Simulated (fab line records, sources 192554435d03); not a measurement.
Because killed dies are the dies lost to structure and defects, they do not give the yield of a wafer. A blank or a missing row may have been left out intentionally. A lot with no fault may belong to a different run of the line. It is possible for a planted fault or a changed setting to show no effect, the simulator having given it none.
Which tool was responsible? :: flow n5-finfet :: 72 wafers from 24 lots sampled at 4 of the route's 1938 steps

== WHAT THE GAUGES SHOWED, per wafer ==
N5_ILD0_THK_MEAS_08.
lot: L074
measured: day 3 19:21
on: film-metro-02
thk-nm (nm): 140.4 139.0 138.5

lot: L075
measured: day 3 20:43
on: film-metro-02
thk-nm (nm): 140.1 138.8 138.1

lot: L076
measured: day 4 03:15
on: film-metro-02
thk-nm (nm): 139.3 139.4 139.0

lot: L077
measured: day 4 07:40
on: film-metro-02
thk-nm (nm): 137.7 138.7 138.5

lot: L078
measured: day 4 14:37
on: film-metro-01
thk-nm (nm): 138.7 139.4 138.3

lot: L079
measured: day 4 21:38
on: film-metro-02
thk-nm (nm): 138.7 138.5 138.0

lot: L080
measured: day 5 01:56
on: film-metro-02
thk-nm (nm): 140.7 139.5 139.0

lot: L081
measured: day 5 09:05
on: film-metro-01
thk-nm (nm): 140.2 140.5 140.3

lot: L082
measured: day 5 14:03
on: film-metro-01
thk-nm (nm): 137.9 139.2 138.8

lot: L083
measured: day 5 20:25
on: film-metro-02
thk-nm (nm): 138.1 137.9 138.9

lot: L084
measured: day 6 02:35
on: film-metro-01
thk-nm (nm): 138.5 137.8 139.1

lot: L085
measured: day 6 07:46
on: film-metro-01
thk-nm (nm): 140.2 139.4 139.2

lot: L086
measured: day 6 18:30
on: film-metro-02
thk-nm (nm): 140.0 139.2 139.5

lot: L087
measured: day 6 21:00
on: film-metro-02
thk-nm (nm): 137.8 139.0 139.2

lot: L088
measured: day 7 05:57
on: film-metro-01
thk-nm (nm): 139.6 139.2 139.9

lot: L089
measured: day 7 08:00
on: film-metro-02
thk-nm (nm): 139.4 140.0 138.1

lot: L090
measured: day 7 12:56
on: film-metro-02
thk-nm (nm): 139.3 139.1 141.5

lot: L091
measured: day 7 20:23
on: film-metro-02
thk-nm (nm): 137.7 137.4 136.9

lot: L092
measured: day 8 06:15
on: film-metro-02
thk-nm (nm): 138.4 136.7 138.8

lot: L093
measured: day 8 10:42
on: film-metro-02
thk-nm (nm): 138.7 138.8 138.7

lot: L094
measured: day 8 17:10
on: film-metro-01
thk-nm (nm): 138.1 137.9 138.3

lot: L095
measured: day 8 19:43
on: film-metro-02
thk-nm (nm): 141.0 140.4 140.4

lot: L096
measured: day 9 06:55
on: film-metro-01
thk-nm (nm): 137.4 137.8 137.9

lot: L097
measured: day 9 07:34
on: film-metro-02
thk-nm (nm): 137.1 136.6 137.5

N5_ILD0_INSPECT_06: inspects for defects (darkfield).
lot: L074
measured: day 3 22:35
on: defect-inspect-01
raw-defect-count: 46 40 37

lot: L075
measured: day 4 00:14
on: defect-inspect-02
raw-defect-count: 58 26 19

lot: L076
measured: day 4 06:46
on: defect-inspect-02
raw-defect-count: 35 23 41

lot: L077
measured: day 4 10:54
on: defect-inspect-01
raw-defect-count: 27 10 29

lot: L078
measured: day 4 17:50
on: defect-inspect-02
raw-defect-count: 35 36 24

lot: L079
measured: day 5 01:05
on: defect-inspect-02
raw-defect-count: 16 22 33

lot: L080
measured: day 5 06:11
on: defect-inspect-02
raw-defect-count: 25 20 33

lot: L081
measured: day 5 12:19
on: defect-inspect-02
raw-defect-count: 21 33 38

lot: L082
measured: day 5 17:19
on: defect-inspect-02
raw-defect-count: 34 31 32

lot: L083
measured: day 5 23:42
on: defect-inspect-02
raw-defect-count: 38 55 27

lot: L084
measured: day 6 05:49
on: defect-inspect-01
raw-defect-count: 46 41 45

lot: L085
measured: day 6 11:01
on: defect-inspect-02
raw-defect-count: 44 37 37

lot: L086
measured: day 6 21:44
on: defect-inspect-02
raw-defect-count: 52 49 67

lot: L087
measured: day 7 00:14
on: defect-inspect-01
raw-defect-count: 33 26 29

lot: L088
measured: day 7 09:11
on: defect-inspect-01
raw-defect-count: 21 17 27

lot: L089
measured: day 7 11:14
on: defect-inspect-01
raw-defect-count: 94 72 47

lot: L090
measured: day 7 16:15
on: defect-inspect-01
raw-defect-count: 30 31 13

lot: L091
measured: day 7 23:38
on: defect-inspect-02
raw-defect-count: 19 37 29

lot: L092
measured: day 8 09:29
on: defect-inspect-02
raw-defect-count: 17 37 15

lot: L093
measured: day 8 14:10
on: defect-inspect-01
raw-defect-count: 11 15 15

lot: L094
measured: day 8 20:25
on: defect-inspect-01
raw-defect-count: 14 30 35

lot: L095
measured: day 8 22:57
on: defect-inspect-01
raw-defect-count: 38 52 45

lot: L096
measured: day 9 10:26
on: defect-inspect-02
raw-defect-count: 18 85 22

lot: L097
measured: day 9 10:47
on: defect-inspect-01
raw-defect-count: 47 33 45

N5_SDB_CD_MEAS_11: target cd 50 nm.
lot: L074
measured: day 3 23:04
on: cd-sem-03
cd-nm (nm): 49.4 50.6 50.5

lot: L075
measured: day 4 00:44
on: cd-sem-01
cd-nm (nm): 49.7 48.3 48.7

lot: L076
measured: day 4 07:07
on: cd-sem-02
cd-nm (nm): 50.1 50.1 49.5

lot: L077
measured: day 4 11:23
on: cd-sem-02
cd-nm (nm): 50.3 49.9 50.9

lot: L078
measured: day 4 18:20
on: cd-sem-01
cd-nm (nm): 48.5 49.4 49.6

lot: L079
measured: day 5 01:34
on: cd-sem-02
cd-nm (nm): 49.7 48.7 49.6

lot: L080
measured: day 5 06:34
on: cd-sem-03
cd-nm (nm): 49.3 49.3 49.5

lot: L081
measured: day 5 12:49
on: cd-sem-03
cd-nm (nm): 49.6 49.3 50.1

lot: L082
measured: day 5 17:49
on: cd-sem-02
cd-nm (nm): 48.4 49.9 49.4

lot: L083
measured: day 6 00:11
on: cd-sem-02
cd-nm (nm): 50.0 48.6 48.7

lot: L084
measured: day 6 06:19
on: cd-sem-01
cd-nm (nm): 51.3 50.3 51.3

lot: L085
measured: day 6 11:30
on: cd-sem-02
cd-nm (nm): 50.5 51.1 51.3

lot: L086
measured: day 6 22:13
on: cd-sem-01
cd-nm (nm): 49.7 49.7 48.9

lot: L087
measured: day 7 00:44
on: cd-sem-03
cd-nm (nm): 49.0 49.2 49.1

lot: L088
measured: day 7 09:41
on: cd-sem-03
cd-nm (nm): 50.7 51.2 51.6

lot: L089
measured: day 7 11:36
on: cd-sem-02
cd-nm (nm): 50.2 50.5 51.1

lot: L090
measured: day 7 16:37
on: cd-sem-03
cd-nm (nm): 51.5 52.0 50.9

lot: L091
measured: day 8 00:07
on: cd-sem-03
cd-nm (nm): 49.8 49.8 50.8

lot: L092
measured: day 8 09:59
on: cd-sem-02
cd-nm (nm): 51.1 50.8 50.5

lot: L093
measured: day 8 14:31
on: cd-sem-01
cd-nm (nm): 49.9 49.9 49.5

lot: L094
measured: day 8 20:46
on: cd-sem-01
cd-nm (nm): 50.6 49.3 49.7

lot: L095
measured: day 8 23:19
on: cd-sem-03
cd-nm (nm): 49.6 50.2 49.7

lot: L096
measured: day 9 10:55
on: cd-sem-01
cd-nm (nm): 49.9 48.9 48.0

lot: L097
measured: day 9 11:19
on: cd-sem-03
cd-nm (nm): 49.4 50.2 48.9

== WHICH TOOL RAN EACH LOT (tool, then ch and the chambers of the sampled wafers, then the start) ==
lot: L074
N5_ILD0_CMP_12: cmp-02 ch 0,2,3, day 3 22:16

lot: L075
N5_ILD0_CMP_12: cmp-04 ch 0,1,2, day 3 23:38

lot: L076
N5_ILD0_CMP_12: cmp-03 ch 0,2,3, day 4 06:33

lot: L077
N5_ILD0_CMP_12: cmp-02 ch 0,2,3, day 4 10:35

lot: L078
N5_ILD0_CMP_12: cmp-03 ch 1,2,3, day 4 17:36

lot: L079
N5_ILD0_CMP_12: cmp-04 ch 0,1,3, day 5 00:50

lot: L080
N5_ILD0_CMP_12: cmp-03 ch 1,2,3, day 5 05:52

lot: L081
N5_ILD0_CMP_12: cmp-02 ch 1,2,3, day 5 12:05

lot: L082
N5_ILD0_CMP_12: cmp-04 ch 0,1,3, day 5 17:01

lot: L083
N5_ILD0_CMP_12: cmp-04 ch 0,1,2, day 5 23:28

lot: L084
N5_ILD0_CMP_12: cmp-02 ch 1,2, day 6 05:30

lot: L085
N5_ILD0_CMP_12: cmp-04 ch 0,3, day 6 10:44

lot: L086
N5_ILD0_CMP_12: cmp-04 ch 1,2,3, day 6 21:32

lot: L087
N5_ILD0_CMP_12: cmp-03 ch 0,1,3, day 6 23:55

lot: L088
N5_ILD0_CMP_12: cmp-02 ch 2,3, day 7 08:54

lot: L089
N5_ILD0_CMP_12: cmp-02 ch 0,1,2, day 7 10:55

lot: L090
N5_ILD0_CMP_12: cmp-02 ch 0,1,3, day 7 15:56

lot: L091
N5_ILD0_CMP_12: cmp-03 ch 0,2,3, day 7 23:18

lot: L092
N5_ILD0_CMP_12: cmp-04 ch 1,2,3, day 8 09:14

lot: L093
N5_ILD0_CMP_12: cmp-04 ch 1,2,3, day 8 13:55

lot: L094
N5_ILD0_CMP_12: cmp-03 ch 0,1,2, day 8 20:05

lot: L095
N5_ILD0_CMP_12: cmp-04 ch 0,1,2, day 8 22:40

lot: L096
N5_ILD0_CMP_12: cmp-02 ch 2,3, day 9 10:09

lot: L097
N5_ILD0_CMP_12: cmp-02 ch 0,1, day 9 10:31
- N5_ILD0_CMP_12: polishes SiNx, stops on poly-Si, t overpolish 6 s, target thk 17.67 nm.

== AS READ BY THE TOOLS THEMSELVES (means over the sampled wafers that have a number; for cases with no such wafer, the mark the record gives instead) ==
N5_ILD0_CMP_12.
lot: L074
tool: cmp-02
motor-current-A (A): 8.2
overpolish-run-s (s): 6.000
time-to-endpoint-s (s): 26.5

lot: L075
tool: cmp-04
motor-current-A (A): 9.4
overpolish-run-s (s): 6.004
time-to-endpoint-s (s): 28.1

lot: L076
tool: cmp-03
motor-current-A (A): 9.7
overpolish-run-s (s): 6.007
time-to-endpoint-s (s): 32.2

lot: L077
tool: cmp-02
motor-current-A (A): 8.3
overpolish-run-s (s): 6.000
time-to-endpoint-s (s): 31.7

lot: L078
tool: cmp-03
motor-current-A (A): 10.2
overpolish-run-s (s): 6.000
time-to-endpoint-s (s): 29.9

lot: L079
tool: cmp-04
motor-current-A (A): 9.6
overpolish-run-s (s): 5.997
time-to-endpoint-s (s): 29.3

lot: L080
tool: cmp-03
motor-current-A (A): 9.6
overpolish-run-s (s): 5.995
time-to-endpoint-s (s): 29.6

lot: L081
tool: cmp-02
motor-current-A (A): 9.0
overpolish-run-s (s): 5.998
time-to-endpoint-s (s): 32.2

lot: L082
tool: cmp-04
motor-current-A (A): 9.5
overpolish-run-s (s): 5.996
time-to-endpoint-s (s): 25.1

lot: L083
tool: cmp-04
motor-current-A (A): 10.0
overpolish-run-s (s): 6.007
time-to-endpoint-s (s): 28.9

lot: L084
tool: cmp-02
motor-current-A (A): 9.8
overpolish-run-s (s): 6.002
time-to-endpoint-s (s): 29.9

lot: L085
tool: cmp-04
motor-current-A (A): 8.6
overpolish-run-s (s): 5.999
time-to-endpoint-s (s): 25.8

lot: L086
tool: cmp-04
motor-current-A (A): 10.3
overpolish-run-s (s): 5.986
time-to-endpoint-s (s): 28.1

lot: L087
tool: cmp-03
motor-current-A (A): 9.4
overpolish-run-s (s): 5.998
time-to-endpoint-s (s): 29.3

lot: L088
tool: cmp-02
motor-current-A (A): 8.5
overpolish-run-s (s): 5.999
time-to-endpoint-s (s): 31.2

lot: L089
tool: cmp-02
motor-current-A (A): 8.7
overpolish-run-s (s): 6.005
time-to-endpoint-s (s): 31.8

lot: L090
tool: cmp-02
motor-current-A (A): 9.0
overpolish-run-s (s): 5.995
time-to-endpoint-s (s): 28.3

lot: L091
tool: cmp-03
motor-current-A (A): 9.4
overpolish-run-s (s): 5.992
time-to-endpoint-s (s): 31.0

lot: L092
tool: cmp-04
motor-current-A (A): 10.1
overpolish-run-s (s): 6.007
time-to-endpoint-s (s): 26.8

lot: L093
tool: cmp-04
motor-current-A (A): 10.1
overpolish-run-s (s): 6.002
time-to-endpoint-s (s): 28.8

lot: L094
tool: cmp-03
motor-current-A (A): 9.9
overpolish-run-s (s): 6.000
time-to-endpoint-s (s): 30.8

lot: L095
tool: cmp-04
motor-current-A (A): 9.7
overpolish-run-s (s): 6.011
time-to-endpoint-s (s): 24.8

lot: L096
tool: cmp-02
motor-current-A (A): 8.7
overpolish-run-s (s): 6.007
time-to-endpoint-s (s): 28.2

lot: L097
tool: cmp-02
motor-current-A (A): 8.6
overpolish-run-s (s): 5.996
time-to-endpoint-s (s): 27.8

== THE ANSWER, worked out from the rows above alone ==
Rule: the lots themselves supply what counts as usual. The widest of any qualifying gaps counts: lots, ordered by their means at a reading, are off when they make up no more than a third of the lots, leave a main group of 4 or more, and stand apart from it by 3 or more times the standard deviation of that group's means. A main group is skipped when, at the precision printed for the reading in the tables above, its means are all equal. Also off: a lot with no number at a reading for which 4 or more lots have one. Where the step has rows for the other lots, those lots are counted as sound. After the gauges, taken in route order, come the tools' own readings; for these a lot's mean is taken, as printed above. The first step at which some lot is off is used, and at that step the reading that is off furthest; a lot without a number counts as furthest.
No lot is off on any of the readings shown, so nothing can be concluded from this.

== WHAT THE SIMULATOR PUT IN ==
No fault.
